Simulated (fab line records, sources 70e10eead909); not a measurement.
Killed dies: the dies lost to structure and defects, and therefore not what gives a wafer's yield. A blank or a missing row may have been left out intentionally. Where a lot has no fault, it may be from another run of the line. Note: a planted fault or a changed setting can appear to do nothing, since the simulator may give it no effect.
Code-filled problem report in 8D (eight disciplines) form ; flow nandHarc ; the parts of the form that need people (team, actions taken, sign-off) are left out

1. PROBLEM STATEMENT
At NHARC_A_ONON_D1_THK_MEAS_21, thkNm averages 1577 nm over 4 wafers from 3 lots, while fault-free wafers read 997 nm, standard deviation 8.5. That puts it +68 standard deviations away from the usual mean.
The step: measures by ellipsometry.
The first sign was on wafer L136.5 at day 13 00:59, on filmMetro-02. Wafers with a number at this step in the record: 43, from 15 lots. By rule, "out" or "out of limits" means more than 4 standard deviations away from the usual mean. All remaining wafers that have a number are taken as sound.

2. WHAT IT IS AND WHAT IT IS NOT
question;is;is not
which readings at this step;thkNm;-
which lots;L136, L137, L138;L116, L117, L118, L119, L120, L121, L122, L123, L124, L126, L128, L139
which wafers of those lots;L136.5, L137.1, L137.5, L138.5;L136.6, L138.2, L138.4
read on which gauges;filmMetro-01, filmMetro-02;-
when;from day 13 00:59;"up to then (34 sound wafers); but 5 sound wafers of L138, L139 came after"

3. THE SUSPECTS, EACH WITH WHAT RULES IT OUT
Counting: a tool at a process step up to the reading stays a suspect if it ran every lot that is out. Sound lots after the first of them don't rule it out here, since some wafers of a struck lot are sound.
- the gauge at NHARC_A_ONON_D1_THK_MEAS_21 is ruled out. 2 gauges (filmMetro-01, filmMetro-02) read the wafers that are out.
- pecvdOnon-03 at NHARC_A_ONON_D1_DEP_19 (target thk 1000 nm): kept. It ran every lot that is out, first L136 (day 13 00:43); its last sound lot up to then is L124 (day 9 18:02).
After counting, what remains is pecvdOnon-03 at NHARC_A_ONON_D1_DEP_19.

4. THE CAUSE (what the simulator had put in)
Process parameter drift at NHARC_A_ONON_D1_DEP_19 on pecvdOnon-03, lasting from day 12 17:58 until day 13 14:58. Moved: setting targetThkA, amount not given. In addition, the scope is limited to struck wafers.
Only this tool survived the counting.

5. SEQUENCE OF EFFECTS, ordered by route
One row per reading whose mean, taken over the struck wafers that have a number, lies over 3 standard deviations from the usual. Only readings for which the record gives a usual standard deviation are gone through. hours: the time from each lot's start at the first step in this table that gives one to its start at this step, as a median over the lots. sigmas: the change in usual standard deviations.
hours;step;reading;usual;on struck wafers;change;sigmas
0;NHARC_A_ONON_D1_THK_MEAS_21;thkNm;997 nm;1577;+580;+68
276;NHARC_END_SORT_01;killedAtArray;27;674;+648;+74
276;NHARC_END_SORT_01;killedDies;31;677;+646;+73

6. WHAT WOULD HAVE CAUGHT IT SOONER
7 hours passed between the start of the fault at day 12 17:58 and the first reading out of limits at a measuring or inspecting step in this record, taken at day 13 00:59.
An alarm limit of 4 standard deviations would not have fired on the tool readings at NHARC_A_ONON_D1_DEP_19 for which the record gives a usual standard deviation, since none of them was out on any struck wafer.
Among the 3 lots that are out, L137, L138 began NHARC_A_ONON_D1_DEP_19 on pecvdOnon-03 after day 13 00:59. A hold on the tool at that time would have spared those 2.
